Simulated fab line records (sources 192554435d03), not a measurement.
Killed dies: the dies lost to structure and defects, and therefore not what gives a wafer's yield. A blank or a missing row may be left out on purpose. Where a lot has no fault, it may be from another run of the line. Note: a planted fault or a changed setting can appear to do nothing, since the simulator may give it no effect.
Comparing a struck lot with a sound one -- flow n5-finfet -- 15 steps out of a route of 1938
Sound: these wafers, L468.2, L468.5, L468.6. Struck: wafer L476.6. (L476.1 of the same lot was not struck and is left out.) The cause comes at the end.
Each step with rows lists, per side, the tool, then ch with its chambers, then its first start. Under that, the readings that differ: sound wafers -- struck wafers -- difference of the means -- sigmas: that difference in standard deviations of wafers without a fault.
alike: a reading whose means differ by less than 2 such deviations, as well as words and numbers matching on both sides. not compared: withheld readings; readings where some wafer has no value; bounds like >300 that might hide an equal value; numbers whose values overlap and for which the record gives no deviation.
The two part at a step that has a row with sigmas, a row that says differs or no value, or rows on one side only. Numbers that don't overlap but have no deviation are shown without sigmas and don't part them. A reading missing from all wafers of one side parts the sides only when that side holds two or more wafers.

first, 2 steps without rows for these wafers: N5_BEOL_M15_SPUTTER_45 (material Cu, target thk 100 nm, time 16.67 s); N5_BEOL_M15_ECD_47 (material Cu, target thk 1860 nm).
N5_BEOL_M15_ANNEAL_48: time 90 s.
  sound on rtp-anneal-02 ch 0, day 14 20:02; struck on rtp-anneal-01 ch 0, day 19 09:30
  alike: wafer_temp_C_max
N5_BEOL_M15_CMP_49: polishes, stops on SiO2, t overpolish 4.9 s, target thk 850 nm.
  sound on cmp-03 ch 0,2,3, day 14 20:23; struck on cmp-02 ch 1, day 19 09:59
  alike: barrier-field-endpoint-s, motor-current-A, overpolish-run-s
N5_BEOL_M15_THK_MEAS_50: measures by xrf.
  sound on film-metro-02, day 14 20:34; struck on film-metro-01, day 19 10:10
  alike: M15_THK
then, 1 step without rows for these wafers: N5_BEOL_M15_PRE_CLEAN_52 (time 15 s).
N5_BEOL_M15_DEP_53: deposits SiCN from 3MS/NH3, target thk 50 nm, time 17.8 s.
  sound on pecvd-01 ch 1,2, day 14 20:39; struck on pecvd-02 ch 0, day 19 10:14
  alike: rf-fwd-power-W, showerhead-plenum-p-Torr, throttle-valve-pct
N5_BEOL_M15_RS_MEAS_54: uses a four-point probe to measure.
  sound on film-metro-02, day 14 20:44; struck on film-metro-01, day 19 10:18
  alike: M15_RS
N5_BEOL_M15_INSPECT_55: inspects for defects (darkfield).
  sound on defect-inspect-01, day 14 20:46; struck on defect-inspect-02, day 19 10:20
reading,sound,struck,difference,sigmas
raw-defect-count,60 42 41,94,+46,+2
N5_BEOL_M15_RC_MEAS_101:
  sound on prober-02 ch 0, day 14 20:56; struck on prober-01 ch 0, day 19 10:21
reading,sound,struck,difference,sigmas
etest-temp-c (C),24.81 24.88 24.73,25.03,+0.22,+2
COMB_M11 (S/m),1.32e-11 1.55e-11 1.44e-11,2.09e-11,+6.53e-12,+2
COMB_M12_max_site (S/m),8.1e-12 1.08e-11 9.4e-12,1.47e-11,+5.27e-12,+3
COMB_M7 (S/m),2.4e-11 3e-11 3.3e-11,1.8e-11,-1.1e-11,-2
SERP_M11 (ohm/um),3.17 3.14 3.21,3.01,-0.16,-2
SERP_M6 (ohm/um),14.1 14.6 13.6,13.0,-1.1,-2
  alike: COMB_M10, COMB_M10_max_site, COMB_M11_max_site, COMB_M12, COMB_M13, COMB_M14, COMB_M15, COMB_M15_max_site, COMB_M5, COMB_M6, COMB_M8, COMB_M8_max_site, COMB_M9, SERP_M10, SERP_M12, SERP_M13, SERP_M14, SERP_M5, SERP_M7, SERP_M8, SERP_M9
then, 1 step without rows for these wafers: N5_PASSIVATION_PECVD_00 (deposits SiO2 from SiH4/N2O, target thk 200 nm, time 11.2 s).
N5_MIM_BOT_DEGAS_01: time 60 s.
  sound on pvd-sputter-02, day 14 22:48; struck on pvd-sputter-02, day 19 13:10
  alike: heater-power-w
N5_MIM_BOT_SPUTTER_00: material TiN, target thk 35 nm, time 89.7 s.
  sound on pvd-sputter-02, day 14 22:50; struck on pvd-sputter-02, day 19 13:13
reading,sound,struck,difference,sigmas
model.TiN_of_MIM_BOT_SPUTTER_00.thk-nm (nm),35 34.8 35.2,37.2,+2.2,
  alike: throttle-valve-pct
N5_MIM_TOP_ALD_00: deposits Al2O3, purge time 3 s, co reactant pulse time 3 s.
  sound on ald-hk-02 ch 0,1,3, day 14 22:56; struck on ald-hk-02 ch 1, day 19 13:19
  alike: precursor-pulse-height-rel
N5_PASSIVATION_PROBE_49:
  rows exist in the record for the struck wafers here (prober-02, day 20 12:35), but not for the sound ones

WHERE THEY PART
Last at N5_PASSIVATION_PROBE_49 as far as this record goes, first at N5_BEOL_M15_INSPECT_55.

WHY: what the simulator had put in
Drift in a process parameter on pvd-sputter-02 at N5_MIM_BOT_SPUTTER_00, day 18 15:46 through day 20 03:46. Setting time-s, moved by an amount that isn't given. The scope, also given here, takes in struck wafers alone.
